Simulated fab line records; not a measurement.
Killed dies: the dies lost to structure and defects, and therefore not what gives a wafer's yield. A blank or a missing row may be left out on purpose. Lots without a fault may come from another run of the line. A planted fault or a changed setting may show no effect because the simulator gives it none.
A struck lot beside a sound one ; flow nand-harc ; 42 steps out of a route of 1159
Sound: these wafers, L126.1, L126.4, L126.5. Wafers L118.2, L118.3, L118.6 were the ones struck. The cause comes at the end.
At each step with rows: each side's tool, then ch and its chambers, then its first start. Under that, the readings that differ: sound wafers ; struck wafers ; difference of the means ; sigmas: that difference in standard deviations of wafers without a fault.
alike: words and numbers the same on both sides, and readings whose means are apart by under 2 such deviations; not compared: readings that were withheld, readings missing a value for some wafer, numbers with overlapping values and no deviation given by the record, and bounds like >300 which may hide the same value.
A row with sigmas, a row that says differs or no value, or rows on one side alone: a step with any of these is where the two part. Numbers that don't overlap but have no deviation are shown without sigmas and don't part them. A reading missing from all wafers of one side parts the sides only when that side holds two or more wafers.

NHARC_P_GATE_STRIP_101: strips in O2, time 20 s.
  sound on rie-diel-03 ch 0,2,3, day 9 20:13; struck on rie-diel-04 ch 0,2,3, day 7 15:50
reading;sound;struck;difference;sigmas
oes-product-au (a.u.);0.979 1.004 0.983;1.001 1.007 1.006;+0.016;+2
  alike: drypump-motor-current-A, rf-vpp-V, showerhead-plenum-p-Torr, throttle-valve-pct
  not compared: rf-hours-counter-h
then, 11 steps without rows for these wafers: NHARC_P_GATE_PRECLEAN_97 (cleans in SPM, time 600 s); NHARC_P_GATE_SRD_98; NHARC_P_GATE_PRECLEAN_99 (cleans in SC1); NHARC_P_GATE_SRD_100; NHARC_P_GATE_DEHYDRATE_38 (time 120 s); NHARC_P_GATE_HMDS_39 (time 30 s); NHARC_P_GATE_COAT_40; NHARC_P_GATE_SOFTBAKE_41 (time 95 s); NHARC_P_GATE_EBR_42; NHARC_P_GATE_EXPOSE_43 (exposes mask P NSD, target cd 720 nm); NHARC_P_GATE_PEB_44 (peb time 85 s).
NHARC_P_GATE_DEVELOP_45: time 70 s.
  sound on litho-track-02 ch 0, day 9 21:00; struck on litho-track-07 ch 0, day 7 16:00
then, 1 step without rows for these wafers: NHARC_P_GATE_HARDBAKE_47 (time 80 s).
NHARC_P_GATE_DESCUM_48: chemistry O2, time 3 s.
  sound on rie-diel-11 ch 0,1,2, day 9 21:24; struck on rie-diel-11 ch 0,2,3, day 7 16:56
reading;sound;struck;difference;sigmas
model.P_GATE.cd-nm (nm);721.9 719.5 719.2;121.2 120.5 121.6;-599.1;
  alike: drypump-motor-current-A, oes-product-au, rf-vpp-V, showerhead-plenum-p-Torr, throttle-valve-pct
  not compared: rf-hours-counter-h
next, for these wafers, 1 step has no rows: NHARC_P_GATE_IMPLANT_49.
NHARC_P_GATE_STRIP_111: strips in N2/H2, time 250 s.
  sound on plasma-asher-02 ch 0, day 9 21:49; struck on plasma-asher-02 ch 0,1, day 7 17:17
  alike: drypump-motor-current-A, heater-power-w, temp-c
  not compared: rf-hours-counter-h
then, 11 steps without rows for these wafers: NHARC_P_GATE_STRIP_75 (strips in O2); NHARC_P_GATE_STRIP_50 (strips in SPM, time 900 s); NHARC_P_GATE_DEHYDRATE_51 (time 120 s); NHARC_P_GATE_HMDS_52 (time 30 s); NHARC_P_GATE_COAT_53; NHARC_P_GATE_SOFTBAKE_54 (time 95 s); NHARC_P_GATE_EBR_55; NHARC_P_GATE_EXPOSE_56 (exposes mask P PSD, target cd 720 nm); NHARC_P_GATE_PEB_57 (peb time 85 s); NHARC_P_GATE_DEVELOP_58 (time 70 s); NHARC_P_GATE_HARDBAKE_60 (time 80 s).
NHARC_P_GATE_DESCUM_61: chemistry O2, time 3 s.
  sound on rie-diel-04 ch 1,3, day 9 23:10; struck on rie-diel-04 ch 0,2,3, day 7 18:41
  alike: drypump-motor-current-A, oes-product-au, rf-vpp-V, showerhead-plenum-p-Torr, throttle-valve-pct
  not compared: rf-hours-counter-h
next, for these wafers, 1 step has no rows: NHARC_P_GATE_IMPLANT_62.
NHARC_P_GATE_STRIP_112: strips in N2/H2, time 200 s.
  sound on plasma-asher-01 ch 0,1, day 9 23:32; struck on plasma-asher-02 ch 0,1, day 7 19:05
  alike: drypump-motor-current-A, heater-power-w, temp-c
  not compared: rf-hours-counter-h
NHARC_P_GATE_STRIP_76: strips in O2.
  sound on plasma-asher-01 ch 0,1, day 9 23:47; struck on plasma-asher-02 ch 0,1, day 7 19:19
  alike: drypump-motor-current-A, heater-power-w, temp-c
  not compared: rf-hours-counter-h
then, 8 steps without rows for these wafers: NHARC_P_GATE_STRIP_63 (strips in SPM, time 900 s); NHARC_P_GATE_DEHYDRATE_83 (time 120 s); NHARC_P_GATE_HMDS_84 (time 30 s); NHARC_P_GATE_COAT_85; NHARC_P_GATE_SOFTBAKE_86 (time 95 s); NHARC_P_GATE_EBR_87; NHARC_P_GATE_EXPOSE_88 (exposes mask P HVN, target cd 2000 nm); NHARC_P_GATE_PEB_89 (peb time 85 s).
NHARC_P_GATE_DESCUM_93: chemistry O2, time 3 s.
  sound on rie-diel-04 ch 2,3, day 10 00:53; struck on rie-diel-03 ch 0,1,2, day 7 20:24
reading;sound;struck;difference;sigmas
model.P_GATE.cd-nm (nm);1999 2001 1998;121.2 120.5 121.6;-1878.2;
  alike: drypump-motor-current-A, oes-product-au, rf-vpp-V, showerhead-plenum-p-Torr, throttle-valve-pct
  not compared: rf-hours-counter-h
-- jump in the record: it breaks off in module P_GATE and resumes in module END (first step shown: number 1159 of the route), and 14 days separate the struck wafers' starts before and after --
NHARC_END_SORT_01:
  sound on prober-02 ch 0, day 24 13:14; struck on prober-02 ch 0, day 21 22:51
reading;sound;struck;difference;sigmas
killed-at-periphery;2 0 2;654 653 652;+652;+99 or more
killed-dies;36 46 48;677 677 677;+634;+63
killed-short;2 0 1;1 4 7;+3;+2
  alike: killed-at-array, killed-at-other, killed-open

== WHERE THEY PART ==
At NHARC_P_GATE_STRIP_101 first; at NHARC_END_SORT_01 last (within this record only).

WHY: the cause the simulator had injected
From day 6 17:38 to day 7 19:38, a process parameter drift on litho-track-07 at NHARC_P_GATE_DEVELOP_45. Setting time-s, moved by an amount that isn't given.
